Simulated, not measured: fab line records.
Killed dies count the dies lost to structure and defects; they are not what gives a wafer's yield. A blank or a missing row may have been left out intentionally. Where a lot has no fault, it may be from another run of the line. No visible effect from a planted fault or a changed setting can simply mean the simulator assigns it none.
fab line records | flow nandHarc
record: lots: 13 | wafers: 39 | lastDay: 26
route steps=1159 shown A_STAIRCASE@699
lots that met no fault: taken from a fault-free run of the same line
startH: hours from the record's first day to the start of the lot's first wafer shown | waitH: hours elapsed since this lot's preceding step | " identical to the entry in the row above | L1.1+2: a row that stands for several wafers | - no value, or no start given | * or withheld: withheld | < > ~ a bound
route shown NAME@n: names a module that has steps shown in the file, with the first one's number in the route | usual: mean/standard deviation of fault-free wafers | same: alike in all rows | chamber/n: place in a boat | sites: readings site by site | _std_site: standard deviation across them | _edge_site: the outer-site mean with the inner-site mean subtracted | radiusMm: how far each site lies from the wafer's centre | mask NAME#n: copy n | behind: the last tool/chamber to shape the wafer | hold: the reason the lot was held/the length of the hold in hours/how it ended | device: whichever transistor did not switch (one of n, p or np) | end of line: the tests these same wafers got at the end of their route | a step given without rows: its recipe and nothing more | killed: dies lost to structure and defects at the first sort, not the wafer's yield | map: shows each die of a wafer: x if killed, . if not, _ if none is there
set.NAME: the setting the step ran with; set.NAME@STEP: the setting that earlier step ran with | model.NAME: the simulator's own value behind a step, which no gauge read
the route's steps for a sample of lots (tables are steps, rows are wafers)
services: when a tool's chamber went out of use (startH, in hours from the record's first day, below 0 if earlier), for how many hours, and the reason
== steps ==
step: NHARC_A_STAIRCASE_ETCHBACK_416
recipe: targetDepthA: 360 | timeS: 7.2 | c4f8FlowSccm: withheld | o2FlowSccm: 8 | arFlowSccm: withheld | rfW: 600 | biasW: 800 | chemistry: C4F8/O2/Ar
usual: oesProductAu: 0.935/0.028 | rfVppV: 723/4.8
same: timeS: 7.2
lot.wafer | tool       | chamber | startH | waitH | oesProductAu | rfHoursCounterH | rfVppV
L807.3    | rieDiel-08 | 1       | -      | -     | 0.937        | 56              | 726
L807.1    | "          | 3       | "      | "     | 0.928        | 52              | 720
L807.6    | "          | 2       | "      | "     | 0.927        | -               | 728
L809.3    | rieDiel-11 | 2       | -      | -     | 0.924        | 36              | 721
L809.1    | "          | 3       | "      | "     | 0.911        | 38              | 717
L809.5    | "          | 1       | "      | "     | 0.923        | -               | 721
L812.4    | rieDiel-08 | 0       | -      | -     | 0.910        | 4               | 732
L812.1    | "          | 3       | "      | "     | 0.927        | 4               | 719
L812.5    | "          | 0       | "      | "     | 0.919        | -               | 731
L813.3    | rieDiel-12 | 0       | -      | -     | 0.930        | 40              | 719
L813.2    | "          | 3       | "      | "     | 0.916        | 41              | 728
L813.4    | "          | 0       | "      | "     | 0.925        | -               | 719
L814.3    | rieDiel-12 | 3       | -      | -     | 0.918        | 41              | 727
L814.2    | "          | 0       | "      | "     | 0.927        | 41              | 719
L814.6    | "          | 3       | "      | "     | 0.927        | -               | 726
L823.2    | rieDiel-12 | 3       | -      | -     | 0.919        | 57              | 726
L823.3    | "          | 0       | "      | "     | 0.923        | 56              | 720
L823.4    | "          | 1       | "      | "     | 0.928        | 50              | 728
L824.2    | rieDiel-12 | 0       | -      | -     | 0.990        | 2               | 720
L824.4    | "          | 3       | "      | "     | 1.010        | 2               | 725
L824.5    | "          | 0       | "      | "     | 0.990        | -               | 719
L822.2    | rieDiel-12 | 0       | -      | -     | 0.911        | 4               | 720
L822.1    | "          | 2       | "      | "     | 0.934        | 4               | 716
L822.5    | "          | 3       | "      | "     | 0.924        | -               | 726
L826.2    | rieDiel-12 | 1       | -      | -     | 0.926        | 8               | 728
L826.1    | "          | 2       | "      | "     | 0.936        | 7               | 718
L826.3    | "          | 3       | "      | "     | 0.921        | 7               | 726
L827.1    | rieDiel-11 | 1       | -      | -     | 0.934        | 13              | 719
L827.4    | "          | 2       | "      | "     | 0.932        | 13              | 722
L827.5    | "          | 2       | "      | "     | 0.921        | -               | 722
L825.3    | rieDiel-08 | 3       | -      | -     | 0.926        | 29              | 719
L825.4    | "          | 1       | "      | "     | 0.939        | 32              | 725
L825.6    | "          | 2       | "      | "     | 0.929        | -               | 726
L828.2    | rieDiel-08 | 1       | -      | -     | 0.927        | 34              | 725
L828.1    | "          | 2       | "      | "     | 0.923        | 37              | 728
L828.4    | "          | 0       | "      | "     | 0.919        | 40              | 730
L829.2    | rieDiel-08 | 3       | -      | -     | 0.927        | 34              | 719
L829.3    | "          | 2       | "      | "     | 0.935        | 40              | 727
L829.5    | "          | 3       | "      | "     | 0.929        | -               | 719
step: NHARC_A_STAIRCASE_STRIP_476
recipe: timeS: 20 | o2FlowSccm: 500 | arFlowSccm: 0 | biasW: 0 | chemistry: O2
usual: chamberPressureMTorr: 60.00/0.052 | drypumpMotorCurrentA: 5.7/0.55 | oesProductAu: 0.997/0.0075 | rfVppV: 57.8/0.94 | showerheadPlenumPTorr: 3.51/0.17 | throttleValvePct: 17.036/0.0098
same: biasW: 0 | timeS: 20
lot.wafer | tool       | chamber | startH | waitH | chamberPressureMTorr | drypumpMotorCurrentA | oesProductAu | rfHoursCounterH | rfVppV | showerheadPlenumPTorr | throttleValvePct
L807.3    | rieDiel-08 | 1       | 279.39 | 0.2   | 59.97                | 5.4                  | 0.999        | 56              | 57.1   | 3.63                  | 17.041
L807.1    | "          | 0       | "      | "     | 60.00                | 5.7                  | 1.004        | 52              | 57.4   | 3.27                  | 17.034
L807.6    | "          | 2       | "      | "     | 60.03                | 4.9                  | 0.994        | -               | 58.5   | 3.71                  | 17.026
L809.1    | rieDiel-11 | 2       | 300.39 | 0.1   | 60.01                | 6.0                  | 0.993        | 36              | 58.1   | 3.49                  | 17.027
L809.3    | "          | 3       | "      | "     | 59.98                | 4.9                  | 0.992        | 38              | 57.3   | 3.36                  | 17.040
L809.5    | "          | 1       | "      | "     | 59.97                | 6.4                  | 0.997        | -               | 56.9   | 3.45                  | 17.037
L812.4    | rieDiel-08 | 0       | 324.44 | 0.1   | 60.00                | 5.7                  | 1.009        | 4               | 59.2   | 3.81                  | 17.035
L812.1    | "          | 1       | "      | "     | 59.96                | 5.4                  | 1.009        | 0               | 59.0   | 3.62                  | 17.039
L812.5    | "          | 0       | "      | "     | 60.02                | 5.7                  | 1.007        | -               | 58.3   | 3.81                  | 17.041
L813.3    | rieDiel-12 | 2       | 326.04 | 0.1   | 60.06                | 5.2                  | 0.989        | 30              | 57.1   | 3.30                  | 17.023
L813.2    | "          | 3       | "      | "     | 59.99                | 6.1                  | 1.000        | 41              | 59.0   | 3.66                  | 17.021
L813.4    | "          | 0       | "      | "     | 60.00                | 6.4                  | 0.990        | -               | 57.8   | 3.40                  | 17.026
L814.2    | rieDiel-12 | 3       | 327.90 | 0.1   | 60.01                | 6.1                  | 0.993        | 41              | 58.0   | 3.66                  | 17.044
L814.3    | "          | 0       | "      | "     | 60.01                | 6.4                  | 0.986        | 41              | 57.9   | 3.40                  | 17.047
L814.6    | "          | 0       | "      | "     | 60.03                | 6.4                  | 0.986        | -               | 58.7   | 3.40                  | 17.024
L823.3    | rieDiel-12 | 3       | 376.07 | 0.1   | 59.88                | 6.1                  | 0.993        | 57              | 59.4   | 3.65                  | 17.017
L823.2    | "          | 0       | "      | "     | 59.97                | 6.4                  | 0.992        | 56              | 57.1   | 3.39                  | 17.032
L823.4    | "          | 1       | "      | "     | 59.96                | 6.0                  | 0.998        | 50              | 58.3   | 3.68                  | 17.060
L824.2    | rieDiel-12 | 2       | 392.69 | 0.2   | 59.94                | 5.2                  | 1.011        | 2               | 57.9   | 3.29                  | 17.017
L824.4    | "          | 0       | "      | "     | 60.01                | 6.4                  | 0.987        | 2               | 58.1   | 3.39                  | 17.054
L824.5    | "          | 1       | "      | "     | 60.02                | 6.0                  | 0.994        | -               | 58.7   | 3.68                  | 17.034
L822.1    | rieDiel-12 | 0       | 397.71 | 0.1   | 60.04                | 6.4                  | 0.978        | 4               | 55.6   | 3.39                  | 17.026
L822.2    | "          | 1       | "      | "     | 60.09                | 6.0                  | 1.011        | 4               | 58.0   | 3.68                  | 17.014
L822.5    | "          | 3       | "      | "     | 60.04                | 6.1                  | 0.997        | -               | 58.1   | 3.65                  | 17.036
L826.2    | rieDiel-12 | 1       | 402.73 | 0.1   | 60.03                | 6.0                  | 1.000        | 8               | 58.4   | 3.68                  | 17.038
L826.3    | "          | 2       | "      | "     | 59.93                | 5.2                  | 1.013        | 7               | 56.0   | 3.29                  | 17.032
L826.1    | "          | 3       | "      | "     | 59.94                | 6.1                  | 1.005        | 7               | 58.6   | 3.65                  | 17.024
L827.1    | rieDiel-11 | 0       | 405.42 | 0.1   | 59.98                | 6.0                  | 1.003        | 13              | 55.4   | 3.30                  | 17.043
L827.4    | "          | 2       | "      | "     | 60.00                | 6.1                  | 0.989        | 13              | 57.7   | 3.47                  | 17.048
L827.5    | "          | 1       | "      | "     | 60.07                | 6.4                  | 0.997        | -               | 59.1   | 3.44                  | 17.028
L825.3    | rieDiel-08 | 3       | 407.23 | 0.1   | 60.12                | 5.1                  | 1.011        | 29              | 57.5   | 3.39                  | 17.026
L825.4    | "          | 0       | "      | "     | 60.12                | 5.8                  | 0.996        | 37              | 57.6   | 3.79                  | 17.043
L825.6    | "          | 2       | "      | "     | 60.04                | 4.8                  | 0.998        | -               | 59.6   | 3.68                  | 17.053
L828.1    | rieDiel-08 | 2       | 411.75 | 0.1   | 60.02                | 4.9                  | 1.011        | 37              | 58.0   | 3.68                  | 17.033
L828.2    | "          | 3       | "      | "     | 59.97                | 5.1                  | 1.001        | 31              | 56.1   | 3.39                  | 17.043
L828.4    | "          | 0       | "      | "     | 59.98                | 5.7                  | 0.995        | 40              | 57.5   | 3.79                  | 17.023
L829.2    | rieDiel-08 | 3       | 421.26 | 0.2   | 60.03                | 5.1                  | 1.006        | 34              | 57.7   | 3.38                  | 17.031
L829.3    | "          | 2       | "      | "     | 60.01                | 4.9                  | 1.000        | 40              | 57.9   | 3.68                  | 17.043
L829.5    | "          | 3       | "      | "     | 59.94                | 5.1                  | 1.000        | -               | 58.2   | 3.38                  | 17.042
step: NHARC_A_STAIRCASE_DEP_325
recipe: targetThkA: 38000 | tempC: 400 | targetThkNm: 3800 | teosFlowSccm: 200 | rfW: 500 | material: SiO2
usual: heaterPowerW: 671/110 | susceptorTempC: 400.05/0.24
lot.wafer | tool     | chamber | startH | waitH | heaterPowerW | susceptorTempC
L807.1    | pecvd-01 | 1       | 303.86 | 0.1   | 711          | 400.00
L807.3    | "        | 2       | "      | "     | 701          | 399.67
L807.6    | "        | 2       | "      | "     | 626          | 399.93
L809.1    | pecvd-03 | 1       | 333.51 | 0.1   | 748          | 400.01
L809.3    | "        | 0       | "      | "     | 619          | 400.14
L809.5    | "        | 2       | "      | "     | 722          | 400.02
L813.2    | pecvd-04 | 0       | 352.31 | 0.1   | 597          | 399.90
L813.3    | "        | 2       | "      | "     | 618          | 399.85
L813.4    | "        | 0       | "      | "     | 475          | 399.89
L812.1    | pecvd-01 | 2       | 352.40 | 0.2   | 759          | 400.34
L812.4    | "        | 2       | "      | "     | 633          | 400.28
L812.5    | "        | 0       | "      | "     | 714          | 400.07
L814.2    | pecvd-03 | 2       | 358.31 | 0.3   | 855          | 399.75
L814.3    | "        | 0       | "      | "     | 626          | 400.14
L814.6    | "        | 2       | "      | "     | 723          | 399.78
L823.3    | pecvd-01 | 2       | 399.66 | 0.1   | 728          | 400.32
L823.2    | "        | 0       | "      | "     | 803          | 400.41
L823.4    | "        | 2       | "      | "     | 651          | 400.01
L822.2    | pecvd-04 | 1       | 420.29 | 0.1   | 599          | 400.18
L822.1    | "        | 0       | "      | "     | 613          | 400.19
L822.5    | "        | 1       | "      | "     | 533          | 400.04
L824.2    | pecvd-03 | 0       | 420.44 | 0.2   | 553          | 400.01
L824.4    | "        | 1       | "      | "     | 702          | 400.05
L824.5    | "        | 2       | "      | "     | 748          | 399.26
L826.2    | pecvd-01 | 2       | 433.98 | 0.1   | 750          | 399.97
L826.3    | "        | 0       | "      | "     | 863          | 400.11
L826.1    | "        | 1       | "      | "     | 662          | 399.87
L827.1    | pecvd-03 | 1       | 434.00 | 0.1   | 831          | 399.84
L827.5    | "        | 1       | "      | "     | 665          | 400.37
L827.4    | "        | 0       | "      | "     | 502          | 399.61
L825.3    | pecvd-04 | 2       | 434.18 | 0.3   | 752          | 400.76
L825.6    | "        | 0       | "      | "     | 530          | 399.75
L825.4    | "        | 2       | "      | "     | 645          | 400.02
L828.1    | pecvd-01 | 2       | 444.64 | 0.1   | 755          | 399.96
L828.2    | "        | 1       | "      | "     | 707          | 400.30
L828.4    | "        | 2       | "      | "     | 655          | 399.73
L829.2    | pecvd-03 | 1       | 444.94 | 0.4   | 765          | 400.13
L829.3    | "        | 2       | "      | "     | 745          | 399.48
L829.5    | "        | 2       | "      | "     | 743          | 399.98
step: NHARC_A_STAIRCASE_STRIP_447
recipe: timeS: 900 | tempC: 130 | chemistry: SPM
usual: bathGuardTempC: 130.0/0.61 | bathHeatDutyPct: 14.9/1.3 | timeS: 900/0
lot.wafer | tool        | chamber | startH | waitH | bathGuardTempC | bathHeatDutyPct | timeS
L807.1    | wetBench-01 | 1       | 317.60 | 0.3   | 129.8          | 17.9            | 900
L807.3    | "           | 2       | "      | "     | 129.7          | 13.9            | 900
L807.6    | "           | 3       | "      | "     | 130.2          | 16.7            | 900
L809.3    | wetBench-02 | 3       | 346.86 | 0.2   | 130.4          | 15.7            | 900
L809.1    | "           | 4       | "      | "     | 129.8          | 14.7            | 900
L809.5    | "           | 6       | "      | "     | 130.9          | 15.5            | 900
L812.4    | wetBench-04 | 7       | 364.36 | 0.2   | -              | -               | -
L812.1    | "           | 0       | "      | "     | -              | -               | -
L812.5    | "           | 2       | "      | "     | -              | -               | -
L813.3    | wetBench-01 | 2       | 365.79 | 0.2   | -              | -               | -
L813.4    | "           | 5       | "      | "     | -              | -               | -
L813.2    | "           | 6       | "      | "     | -              | -               | -
L814.3    | wetBench-02 | 3       | 369.58 | 0.2   | 130.2          | 14.7            | 900
L814.2    | "           | 4       | "      | "     | 129.9          | 14.9            | 900
L814.6    | "           | 5       | "      | "     | 128.5          | 15.6            | 900
L823.3    | wetBench-02 | 2       | 410.30 | 0.2   | 130.5          | 14.7            | 900
L823.2    | "           | 3       | "      | "     | 130.5          | 15.7            | 900
L823.4    | "           | 5       | "      | "     | 128.6          | 15.0            | 900
L822.5    | wetBench-04 | 0       | 432.31 | 0.1   | 130.5          | 17.4            | 900
L822.2    | "           | 2       | "      | "     | 130.1          | 16.0            | 900
L822.1    | "           | 4       | "      | "     | 130.1          | 14.2            | 900
L824.5    | wetBench-01 | 4       | 432.52 | 0.1   | 130.6          | 13.6            | 900
L824.2    | "           | 5       | "      | "     | 130.1          | 13.3            | 900
L824.4    | "           | 6       | "      | "     | 130.9          | 13.8            | 900
L826.3    | wetBench-04 | 6       | 444.61 | 0.2   | 130.0          | 12.5            | 900
L826.1    | "           | 7       | "      | "     | 129.4          | 16.2            | 900
L826.2    | "           | 2       | "      | "     | 130.3          | 13.3            | 900
L827.1    | wetBench-02 | 0       | 444.79 | 0.3   | 129.0          | 16.1            | 900
L827.4    | "           | 1       | "      | "     | 129.5          | 15.1            | 900
L827.5    | "           | 2       | "      | "     | 130.4          | 15.4            | 900
L825.4    | wetBench-01 | 1       | 445.06 | 0.2   | 129.7          | 16.9            | 900
L825.3    | "           | 3       | "      | "     | 130.5          | 15.1            | 900
L825.6    | "           | 5       | "      | "     | 130.4          | 11.9            | 900
L829.5    | wetBench-01 | 5       | 456.40 | 0.1   | 130.1          | 12.2            | 900
L829.3    | "           | 7       | "      | "     | 129.7          | 12.6            | 900
L829.2    | "           | 0       | "      | "     | 129.7          | 13.0            | 900
L828.4    | wetBench-02 | 1       | 456.96 | 0.2   | 129.9          | 15.5            | 900
L828.2    | "           | 2       | "      | "     | 130.0          | 15.0            | 900
L828.1    | "           | 5       | "      | "     | 128.8          | 15.8            | 900
== services ==
tool        | chamber | startH | hours | kind
rieDiel-12  | 2       | 260.83 | 21.4  | repair
rieDiel-12  | 0       | 261.68 | -     | clean
rieDiel-12  | 1       | 261.68 | -     | clean
rieDiel-12  | 3       | 261.68 | -     | clean
pecvd-03    | 1       | 263.79 | 6.2   | repair
rieDiel-11  | 2       | 274.75 | 2.8   | repair
pecvd-03    | -       | 292.29 | 13.0  | pm
rieDiel-08  | -       | 303.12 | 9.0   | pm
pecvd-03    | -       | 314.72 | 3.0   | repair
wetBench-04 | -       | 339.20 | 8.0   | pm
rieDiel-11  | 3       | 355.72 | 3.5   | repair
wetBench-02 | -       | 356.02 | 8.0   | pm
rieDiel-11  | -       | 368.08 | 9.0   | pm
rieDiel-08  | 3       | 368.91 | 2.4   | repair
pecvd-04    | -       | 376.26 | 13.0  | pm
wetBench-02 | -       | 378.20 | 1.1   | repair
rieDiel-12  | -       | 380.27 | 9.0   | pm
wetBench-01 | -       | 389.60 | 8.0   | pm
pecvd-04    | 1       | 398.06 | 3.3   | repair
wetBench-01 | -       | 406.42 | 5.6   | repair
rieDiel-12  | 3       | 413.28 | 24.8  | repair
pecvd-04    | 2       | 413.70 | 3.5   | repair
pecvd-01    | -       | 418.55 | 13.0  | pm
rieDiel-12  | 3       | 451.21 | 7.5   | repair
== key ==
firstSign: step: NHARC_A_STAIRCASE_STRIP_447 | reading: toolRecord | direction: missing
effect none on later readings
metAt NHARC_A_STAIRCASE_STRIP_447
struckLots L812,L813
testerLeftOut L812,L813
notActingAt NHARC_A_STAIRCASE_ETCHBACK_416,NHARC_A_STAIRCASE_STRIP_476,NHARC_A_STAIRCASE_DEP_325
onsetBetween 317.60 364.36
fault: kind: skippedStepWhole | tool: wetBench-01,wetBench-04 | chamber: - | onsetH: 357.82 | steps: NHARC_A_STAIRCASE_STRIP_447 | scope: struckLotsOnly
testerLeftOut: of these lots the tester's yield and bins aren't shown, on N5 and GAA mostly nor the transistor test; their killed dies are dies lost to structure and defects alone, not to doping, threshold or leakage, so they don't give the yield
